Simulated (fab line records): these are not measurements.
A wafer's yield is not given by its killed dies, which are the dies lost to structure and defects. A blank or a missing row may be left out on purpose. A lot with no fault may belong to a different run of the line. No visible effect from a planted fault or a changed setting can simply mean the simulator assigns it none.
Lot-split experiment ; flow n5_finfet ; 7 lots, 21 wafers read, on a route of 1938 steps

## SPLIT DETAILS
At N5_FIN_SAQP_SPACER1_ALD_24 (deposits SiO2, target thk 20.3 nm, pulse time 1 s, purge time 2 s), the setting ald_cycles was moved away from the recipe's 218 on 8 of the 21 wafers read, by -11.0% to +15.6%. All remaining wafers had this setting at the recipe value.

## FROM THE SPLIT TO THE READING: what the file shows between them, 2 steps
- N5_FIN_SAQP_SPACER1_ETCHBACK_25: etches SiO2 in CHF3/O2, target depth 24.4 nm, time 12.2 s
- N5_FIN_SAQP_MANDREL1_REMOVE_56: chemistry HBr/Cl2/O2, target a-Si, stops on SiNx, bt time 10 s

## THE READING
cd_nm (nm) at N5_FIN_SAQP_CD_MEAS_27, where the cd target is 20 nm. On this fab line, fault-free wafers typically give 20.37 nm with a standard deviation of 0.23 nm.

wafer;tool, chamber at the split;ald_cycles as run;against the recipe;cd_nm, nm;against lot-mates on the recipe
L075.2;ald_sin-03, 0;239;+9.6%;22.31;+1.79
L075.3;ald_sin-03, 2,3;218;recipe;20.68;-
L075.6;ald_sin-03, 2,3;218;recipe;20.37;-
L076.3;ald_sin-02, 2;218;recipe;20.08;-
L076.4;ald_sin-02, 0,2;239;+9.6%;22.36;+2.28
L076.5;ald_sin-02, 0,2;239;+9.6%;22.61;+2.53
L080.2;ald_sin-03, 0;218;recipe;20.52;-
L080.5;ald_sin-03, 3;218;recipe;20.22;-
L080.6;ald_sin-03, 0;194;-11.0%;18.55;-1.82
L081.2;ald_sin-03, 0;218;recipe;20.18;-
L081.5;ald_sin-03, 3,2;232;+6.4%;21.65;+1.47
L081.6;ald_sin-03, 3,2;232;+6.4%;21.36;+1.18
L084.3;ald_sin-02, 3,0;218;recipe;20.15;-
L084.5;ald_sin-02, 3,0;218;recipe;20.35;-
L084.6;ald_sin-02, 1;218;recipe;20.45;-
L085.2;ald_sin-04, 1;218;recipe;20.02;-
L085.3;ald_sin-04, 3;218;recipe;20.26;-
L085.5;ald_sin-04, 3;252;+15.6%;23.63;+3.49
L093.1;ald_sin-02, 2,0;218;recipe;20.49;-
L093.3;ald_sin-02, 2,0;218;recipe;20.38;-
L093.5;ald_sin-02, 0;209;-4.1%;19.40;-1.04
Where a row lists several chambers, the file gives one row for several wafers and doesn't say which wafer went through which chamber.

THE FIT
A straight line over all 21 wafers: cd_nm changes by +0.201 nm for each +1% of ald_cycles; r = +0.98; the points scatter about the line by 0.21 nm.
The same after taking each lot's own level away (the mean of its wafers on the recipe; 21 wafers): +0.212 nm for each +1%; r = +0.99; scatter 0.21 nm.
The reading moves by 3.3 nm for the largest change in ald_cycles, on that fit.
Measured against the standard deviation above, the lots' own levels, which go from 20.080 to 20.525 nm, span 1.9 times it.
Hence the lot-to-lot level has little effect on the slope; both slopes agree.
Check: +3.28 nm against its lot-mates is what the line predicts for one of the wafers moved furthest among these (+15.6%) when that wafer is left out of the fit. Against them it came out at +3.49 nm.

## ADDITIONAL SPLITS CARRIED BY THESE WAFERS
Other splits were also applied to these wafers ahead of the reading. Each is held against what the fit with the lots' levels taken away leaves over:
other split on the same wafers;wafers away from the commonest value;r with cd_nm (lot level and that fit taken away)
N5_ZERO_LAYER_COAT_05 spin_rpm;9;+0.02
N5_ZERO_LAYER_EXPOSE_08 dose_mj;5;-0.40
N5_WELL_APT_EXPOSE_05 dose_mj;5;-0.30
N5_WELL_APT_DESCUM_13 time_s;7;+0.13

## THE WHOLE CHAIN: every reading that the file lists as answering this split, in the file's order
step;what it does;reading;change (the file's fit);r (the file's)
N5_FIN_SAQP_SPACER1_ALD_24;deposits SiO2, target thk 20.3 nm, pulse time 1 s, purge time 2 s;SiO2_of_FIN_SAQP_SPACER1_ALD_24.thk_nm (the simulator's own value, which no gauge read);+0.202 nm for each +1% of the setting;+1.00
N5_FIN_SAQP_MANDREL1_REMOVE_56;chemistry HBr/Cl2/O2, target a-Si, stops on SiNx, bt time 10 s;FIN_SAQP.cd_nm (the simulator's own value, which no gauge read);+0.204 nm for each +1% of the setting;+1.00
N5_FIN_SAQP_CD_MEAS_27;target cd 20 nm;cd_nm;+0.21 nm for each +1% of the setting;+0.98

## THE FILE'S OWN FIT
cd_nm changes by +0.21 nm for each +1% of ald_cycles, r = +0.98.
